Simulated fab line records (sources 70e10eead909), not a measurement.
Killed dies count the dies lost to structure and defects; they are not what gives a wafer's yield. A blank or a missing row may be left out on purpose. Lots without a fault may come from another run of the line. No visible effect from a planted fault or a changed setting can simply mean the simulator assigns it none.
Matching of chambers	flow nandHarc	NHARC_P_STI_DESCUM_14 on rieDiel-13 has 4 sister chambers
The step chemistry O2, time 3 s. 4 wafers are shown with their chamber, then 10 later ones without.

WAFERS, EACH WITH ITS CHAMBER
wafer	chamber	drypumpMotorCurrentA (A)
L083.2	3	6.3
L083.6	1	5.1
L091.4	0	6.7
L091.5	2	5.3

WAFERS WITHOUT THEIR CHAMBER
wafer	drypumpMotorCurrentA (A)
L091.6	5.1
L092.2	5.1
L092.3	6.7
L092.5	6.7
L094.2	6.7
L094.3	5.1
L094.5	5.3
L096.2	5.1
L096.5	6.2
L096.6	5.3

WHICH CHAMBER EACH ONE RAN IN
wafer	from the rows above	in truth
L091.6	1	1
L092.2	1	1
L092.3	0	0
L092.5	0	0
L094.2	0	0
L094.3	1	1
L094.5	2	2
L096.2	1	1
L096.5	3	3
L096.6	2	2
10 of 10 placed correctly. Not placeable from these rows: 0. Placed wrongly: 0.
How it was worked out, from the rows above alone: a wafer's distance from a chamber is the root of the sum, over the readings, of the square of ((its reading less the chamber's mean) divided by the reading's scatter). If the next closest chamber is less than 2 further off than the closest, the wafer can't be placed; otherwise it belongs to the closest. A chamber's mean is the mean of its shown wafers. The scatter: root of mean squared gap, hidden wafer to nearest shown wafer, with one shown wafer a chamber.
